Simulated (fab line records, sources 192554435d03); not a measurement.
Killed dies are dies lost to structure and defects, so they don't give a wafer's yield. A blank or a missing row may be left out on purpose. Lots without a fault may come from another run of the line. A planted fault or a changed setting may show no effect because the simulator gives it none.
fab line records | flow n5_finfet
record lots=11 wafers=31 last_day=18
route steps=1938 shown BEOL_M6@1229 PASSIVATION@1936
lots that met no fault: from a run of the same line without faults
start_h: hours from the record's first day to the start of the lot's first wafer shown | wait_h: hours since the lot's step before | " the same as in the row above | L1.1+2: a row that stands for several wafers | - no value, or no start given | * or withheld: withheld | < > ~ a bound
route shown NAME@n: a module of which the file shows steps, and the number in the route of the first | usual: mean/standard deviation of fault-free wafers | same: alike in all rows | chamber/n: place in a boat | sites: the reading at each site | _std_site: their standard deviation | _edge_site: outer sites' mean less inner sites' | radius_mm: how far each site lies from the wafer's centre | mask NAME#n: copy n | behind: the tool/chamber that last shaped the wafer | hold: why the lot was held/for how many hours/how that ended | device: the transistor (n, p or np) that didn't switch | end of line: the same wafers' tests at the end of the route | a step without rows: its recipe alone | killed: dies lost to structure and defects at the first sort, not the wafer's yield | map: a wafer's dies, x killed, . not, _ none there
set.NAME: the setting as run; set.NAME@STEP: as run at that earlier step | model.NAME: the simulator's own value behind a step, which no gauge read
steps of the route over a sample of lots; a table a step, a row a wafer
services: from which hour (start_h, from the record's first day; less than 0 if before it) a tool's chamber was out of use, for how many hours, and why
## steps
# step N5_BEOL_M6_INSPECT_30
# recipe mode=adi inspect_instrument=brightfield
# usual raw_defect_count=413/110
# columns lot.wafer tool chamber start_h wait_h raw_defect_count
L350.2 defect_inspect-02 - 193.86 0.0 519
L350.4 " - " " 584
L350.5 " - " " 338
L354.2 defect_inspect-02 - 229.45 0.0 246
L354.3 " - " " 392
L354.6 " - " " 268
L353.1 defect_inspect-01 - 234.90 0.1 560
L353.2 " - " " 474
L353.5 " - " " 523
L355.2 defect_inspect-02 - 238.54 0.0 533
L355.3 " - " " 593
L355.5 " - " " 364
L356.1 defect_inspect-01 - 238.82 0.1 294
L356.3 " - " " 239
L356.6 " - " " 322
L358.1 defect_inspect-02 - 242.51 0.1 402
L358.2 " - " " 335
L360.1 defect_inspect-01 - 250.61 0.1 432
L360.6 " - " " 453
L367.1 defect_inspect-02 - 295.97 0.1 432
L367.2 " - " " 548
L367.3 " - " " 258
L368.1 defect_inspect-02 - 314.58 0.1 368
L368.3 " - " " 377
L368.5 " - " " 402
L369.1 defect_inspect-02 - 324.12 0.1 324
L369.4 " - " " 355
L369.5 " - " " 298
L372.3 defect_inspect-02 - 330.59 0.0 284
L372.5 " - " " 371
L372.6 " - " " 290
# step N5_BEOL_M6_ETCH_72
# recipe chemistry=N2/H2 target=underlayer target_depth_a=65 mask_material=CAR-EUV time_s=5.2 ion_energy_ev=200 pressure_mtorr=30 source_w=840 bias_w=150 n2_flow_sccm=200 h2_flow_sccm=200 ends=cleared
# usual drypump_motor_current_A=5.7/0.54 etch_rf_on_time_s=5.19/0.11 oes_product_au=0.66/0.059 rf_vpp_V=523.4/2.5 showerhead_plenum_p_Torr=2.52/0.069 throttle_valve_pct=17.94/0.29
# columns lot.wafer tool chamber start_h wait_h drypump_motor_current_A etch_rf_on_time_s oes_product_au rf_hours_counter_h rf_vpp_V showerhead_plenum_p_Torr throttle_valve_pct
L350.2 rie_diel-02 3 193.93 0.0 5.0 5.10 0.63 186 524.3 2.53 18.39
L350.4 " 0 " " 5.6 5.32 0.59 245 527.3 2.62 18.25
L350.5 " 0 " " 5.6 5.36 0.59 - 526.2 2.62 18.25
L354.2 rie_diel-02 0 229.62 0.0 5.6 5.24 0.81 1 524.8 2.62 17.85
L354.3 " 1 " " 6.6 5.13 0.61 183 525.6 2.53 18.22
L354.6 " 3 " " 5.0 5.05 0.62 - 522.6 2.53 18.41
L353.1 rie_diel-02 2 234.98 0.0 5.9 5.07 0.63 196 525.4 2.63 17.84
L353.2 " 1 " " 6.6 5.11 0.61 186 525.5 2.53 18.23
L353.5 " 2 " " 5.8 5.07 0.63 - 525.2 2.63 17.81
L355.2 rie_diel-02 1 238.61 0.0 6.6 5.11 0.61 187 523.7 2.53 18.23
L355.3 " 0 " " 5.6 5.34 0.79 5 524.5 2.62 17.83
L355.5 " 2 " " 5.9 5.08 0.63 - 526.3 2.62 17.84
L356.1 rie_diel-02 3 239.01 0.0 5.0 3.02 0.85 202 524.7 2.53 18.47
L356.3 " 0 " " 5.6 5.35 0.78 5 526.3 2.62 17.82
L356.6 " 1 " " 6.6 5.23 0.61 - 525.4 2.53 18.23
L358.1 rie_diel-02 3 242.58 0.0 5.0 2.98 0.84 204 527.5 2.52 18.45
L358.2 " 1 " " 6.6 3.01 0.84 188 526.2 2.53 18.30
L360.1 rie_diel-02 2 250.68 0.0 5.8 3.00 0.87 202 527.9 2.62 17.93
L360.6 " 0 " " 5.6 5.36 0.75 - 524.9 2.61 17.85
L367.1 rie_diel-04 2 296.04 0.0 6.2 5.05 0.70 90 522.7 2.46 17.62
L367.2 " 0 " " 6.8 5.16 0.59 242 520.5 2.38 18.18
L367.3 " 3 " " 5.3 5.15 0.62 209 519.9 2.42 18.20
L368.1 rie_diel-04 1 314.86 0.0 6.0 5.19 0.81 10 523.5 2.50 17.98
L368.3 " 2 " " 6.1 4.99 0.69 99 522.0 2.46 17.64
L368.5 " 2 " " 6.1 5.04 0.69 - 521.6 2.46 17.65
L369.1 rie_diel-01 2 324.19 0.0 5.2 5.32 0.64 140 520.0 2.45 17.86
L369.4 " 3 " " 6.3 5.36 0.64 107 527.1 2.57 17.58
L369.5 " 2 " " 5.2 5.28 0.64 - 520.7 2.45 17.88
L372.3 rie_diel-01 2 330.95 0.0 5.1 5.16 0.64 143 521.9 2.45 17.88
L372.5 " 0 " " 5.3 5.29 0.68 - 524.2 2.54 17.63
L372.6 " 3 " " 6.3 5.29 0.64 - 522.6 2.57 17.57
# step N5_BEOL_M6_STRIP_36
# recipe chemistry=N2/H2 power_w=450 temp_c=40 pressure_mtorr=20 rf_frequency_hz=6e+07 overash_fraction=0.3 bias_power_w=7 h2_frac=0.5 n2_flow_sccm=200 h2_flow_sccm=200
# usual drypump_motor_current_A=5.7/0.53 oes_product_au=0.77/0.074 rf_vpp_V=59.0/1.6 showerhead_plenum_p_Torr=2.52/0.069 throttle_valve_pct=23.7/0.36
# columns lot.wafer tool chamber start_h wait_h drypump_motor_current_A oes_product_au rf_hours_counter_h rf_vpp_V showerhead_plenum_p_Torr throttle_valve_pct
L350.2 rie_diel-02 3 194.13 0.0 5.0 0.73 186 62.1 2.53 24.2
L350.4 " 0 " " 5.6 0.72 245 56.3 2.62 24.0
L350.5 " 0 " " 5.6 0.73 - 58.4 2.62 24.0
L354.2 rie_diel-02 0 229.82 0.0 5.6 0.96 1 58.7 2.61 23.8
L354.3 " 1 " " 6.6 0.71 183 60.0 2.53 24.1
L354.6 " 3 " " 5.0 0.71 - 59.3 2.52 24.2
L353.1 rie_diel-02 2 235.17 0.0 5.8 0.73 196 55.7 2.62 23.5
L353.2 " 1 " " 6.6 0.71 186 58.1 2.53 24.1
L353.5 " 2 " " 5.8 0.74 - 59.2 2.62 23.5
L355.2 rie_diel-02 1 238.81 0.0 6.6 0.72 187 59.3 2.53 24.1
L355.3 " 0 " " 5.6 0.93 5 59.7 2.61 23.7
L355.5 " 2 " " 5.9 0.74 - 57.1 2.62 23.5
L356.1 rie_diel-02 3 239.21 0.0 5.0 0.72 202 60.9 2.52 24.2
L356.3 " 0 " " 5.6 0.94 5 58.5 2.61 23.7
L356.6 " 1 " " 6.6 0.71 - 58.5 2.53 24.1
L358.1 rie_diel-02 3 242.77 0.0 5.0 0.72 204 57.5 2.52 24.2
L358.2 " 1 " " 6.6 0.71 188 58.3 2.53 24.1
L360.1 rie_diel-02 2 250.88 0.0 5.8 0.73 202 60.1 2.62 23.5
L360.6 " 0 " " 5.6 0.93 - 58.6 2.61 23.7
L367.1 rie_diel-04 2 296.23 0.0 6.1 0.82 90 59.7 2.46 23.3
L367.2 " 0 " " 6.8 0.68 242 58.6 2.38 23.8
L367.3 " 3 " " 5.3 0.73 209 60.4 2.42 24.0
L368.1 rie_diel-04 1 315.06 0.0 6.0 0.95 10 57.6 2.50 24.0
L368.3 " 2 " " 6.2 0.80 99 60.2 2.45 23.4
L368.5 " 2 " " 6.2 0.81 - 59.3 2.45 23.3
L369.1 rie_diel-01 2 324.39 0.0 5.1 0.74 140 59.3 2.44 23.5
L369.4 " 3 " " 6.2 0.76 107 55.5 2.57 23.4
L369.5 " 2 " " 5.1 0.75 - 57.8 2.44 23.6
L372.3 rie_diel-01 2 331.14 0.0 5.1 0.74 143 59.5 2.44 23.6
L372.5 " 0 " " 5.3 0.80 - 57.9 2.53 23.2
L372.6 " 3 " " 6.3 0.77 - 62.5 2.57 23.4
# step N5_BEOL_M6_ETCH_41
# recipe chemistry=CH3F/O2 target=SiCN target_depth_a=297 taper_deg=2 time_s=52 ion_energy_ev=120 mask_material=TiN pressure_mtorr=30 source_w=395 bias_w=75 Ar_flow_sccm=150 CH3F_flow_sccm=30 O2_flow_sccm=20
# usual drypump_motor_current_A=5.7/0.54 oes_product_au=0.77/0.07 rf_vpp_V=297.1/1.4 showerhead_plenum_p_Torr=1.99/0.056 throttle_valve_pct=16.42/0.26
# columns lot.wafer tool chamber start_h wait_h drypump_motor_current_A oes_product_au rf_hours_counter_h rf_vpp_V showerhead_plenum_p_Torr throttle_valve_pct
L350.2 rie_diel-02 3 - - 5.0 0.74 186 297.1 1.98 16.76
L350.4 " 0 " " 5.6 0.70 245 298.6 2.05 16.67
L350.5 " 0 " " 5.6 0.70 - 298.9 2.05 16.65
L354.2 rie_diel-02 0 - - 5.6 0.94 1 299.0 2.05 16.20
L354.3 " 1 " " 6.6 0.70 183 298.9 1.99 16.61
L354.6 " 3 " " 5.0 0.72 - 297.1 1.98 16.77
L353.1 rie_diel-02 2 - - 5.8 0.74 196 300.6 2.07 16.37
L353.2 " 1 " " 6.6 0.70 186 298.2 1.99 16.62
L353.5 " 2 " " 5.8 0.74 - 298.2 2.07 16.37
L355.2 rie_diel-02 1 - - 6.6 0.71 187 296.9 1.99 16.63
L355.3 " 0 " " 5.6 0.92 5 296.6 2.05 16.21
L355.5 " 2 " " 5.8 0.75 - 300.1 2.06 16.38
L356.1 rie_diel-02 3 - - 5.0 0.71 202 295.6 1.98 16.78
L356.3 " 0 " " 5.6 0.92 5 298.2 2.05 16.19
L356.6 " 1 " " 6.6 0.71 - 297.1 1.99 16.64
L358.1 rie_diel-02 3 - - 5.0 0.71 204 297.5 1.98 16.78
L358.2 " 1 " " 6.6 0.72 188 296.1 1.99 16.64
L360.1 rie_diel-02 2 - - 5.8 0.73 202 298.7 2.06 16.38
L360.6 " 0 " " 5.6 0.91 - 298.7 2.05 16.21
L367.1 rie_diel-04 2 - - 6.1 0.81 90 296.5 1.92 16.04
L367.2 " 0 " " 6.8 0.68 242 293.7 1.89 16.82
L367.3 " 3 " " 5.3 0.72 209 296.1 1.91 16.59
L368.1 rie_diel-04 1 - - 6.0 0.95 10 297.1 1.96 16.27
L368.3 " 2 " " 6.2 0.81 99 296.1 1.92 16.05
L368.5 " 2 " " 6.2 0.82 - 295.9 1.92 16.05
L369.1 rie_diel-01 2 - - 5.1 0.74 140 297.0 1.92 16.37
L369.4 " 3 " " 6.3 0.76 107 297.0 2.01 15.95
L369.5 " 2 " " 5.2 0.75 - 295.6 1.92 16.37
L372.3 rie_diel-01 2 - - 5.1 0.75 143 296.4 1.92 16.36
L372.5 " 0 " " 5.3 0.80 - 298.1 2.02 16.41
L372.6 " 3 " " 6.2 0.76 - 297.7 2.01 15.95
# step N5_PASSIVATION_PROBE_49
# usual defect_limited_yield=91.3/1.4 killed_at_M0_to_M3=36/11 killed_at_M4_up=13/5.2 killed_at_contacts=13/6.5 killed_at_front_end=37/11 killed_at_other=3.6/2.9 killed_dies=103/17 killed_open=68/12 killed_short=33/7.3 sort_bin_5_function=5.2/0.91 sort_bin_6_memory=3.2/0.67 sort_bin_8_speed=0.00/0.0099 sort_n_pass=1077/17 sort_yield_pct=91.3/1.4
# same gross_dies=1180 killed_at_back_side=0 sort_bin_4_leakage[%]=0
# columns lot.wafer tool chamber start_h wait_h defect_limited_yield[%] killed_at_M0_to_M3 killed_at_M4_up killed_at_contacts killed_at_front_end killed_at_other killed_dies killed_open killed_short sort_bin_5_function[%] sort_bin_6_memory[%] sort_bin_8_speed[%] sort_n_pass sort_yield_pct[%]
L358.1 prober-01 - 332.93 0.0 89.7 58 7 11 37 9 122 77 44 6.4 3.6 0 1058 89.7
L358.2 prober-01 - 332.98 0.1 90.2 35 12 11 55 3 116 79 37 5.8 3.7 0 1064 90.2
L360.1 prober-01 - 337.46 0.0 91.4 43 13 23 18 5 102 66 36 4.8 3.3 0 1078 91.4
# killed by level:class
L358.1 BEOL_M0_SAQP:geometric_particle:open=15 BEOL_M0_SAQP:geometric_particle:short=13 GATE_CUT:geometric_particle:short=10 MOL_CONTACT_COAG:geometric_particle:open=9 BEOL_M2:geometric_particle:open=8 FIN_SAQP:geometric_particle:open=7 BEOL_M3:geometric_particle:open=7 STI_FIN_REVEAL:geometric_particle:open=5
L358.2 STI_FIN_REVEAL:geometric_particle:open=14 MOL_CONTACT_COAG:geometric_particle:open=10 BEOL_M2:geometric_particle:open=9 BEOL_M0_SAQP:geometric_particle:open=8 FIN_SAQP:geometric_particle:short=7 FIN_SAQP:geometric_particle:open=7 STI_FIN_REVEAL:geometric_particle:short=5 BEOL_M5:geometric_particle:open=5
L360.1 MOL_CONTACT_COAG:geometric_particle:open=18 BEOL_M3:geometric_particle:open=10 BEOL_M0_SAQP:geometric_particle:open=8 BEOL_M0_SAQP:geometric_particle:short=7 GATE_CUT:geometric_particle:short=5 MOL_CONTACT_COAG:geometric_particle:short=5 BEOL_M3:geometric_particle:short=5 BEOL_M1:geometric_particle:open=4
## services
# columns tool chamber start_h hours kind
rie_diel-02 0 211.43 - clean
rie_diel-02 0 211.43 - consumable_replace:focus_ring
rie_diel-02 0 211.43 15.1 scheduled_down
rie_diel-02 0 211.43 15.1 vent_cycle
rie_diel-01 - 226.88 11.4 repair
rie_diel-02 0 269.78 9.7 repair
rie_diel-01 - 271.78 1.1 repair
rie_diel-04 1 272.31 - clean
rie_diel-04 1 272.31 - consumable_replace:focus_ring
rie_diel-04 1 272.31 14.9 scheduled_down
rie_diel-04 1 272.31 14.9 vent_cycle
rie_diel-04 0 317.81 - clean
rie_diel-04 0 317.81 - consumable_replace:focus_ring
rie_diel-04 0 317.81 - consumable_replace:showerhead
rie_diel-04 0 317.81 13.8 scheduled_down
rie_diel-04 0 317.81 13.8 vent_cycle
## key
first_sign step=N5_BEOL_M6_ETCH_72 reading=etch_rf_on_time_s direction=down sigmas=20 usual=* struck=*
effect step=N5_BEOL_M6_ETCH_72 reading=oes_product_au direction=up sigmas=3.2 usual=0.66 struck=0.85
met_at N5_BEOL_M6_ETCH_72
struck_lots L356,L358,L360
struck_wafers L356.1,L358.1,L358.2,L360.1
not_acting_at N5_BEOL_M6_INSPECT_30,N5_BEOL_M6_STRIP_36,N5_BEOL_M6_ETCH_41
onset_between 238.61 239.01
fault kind=process_parameter_drift tool=rie_diel-02 chamber=- onset_h=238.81 steps=N5_BEOL_M6_ETCH_72 channel=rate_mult offset=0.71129 shape=step end_h=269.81 scope=struck_wafers_only
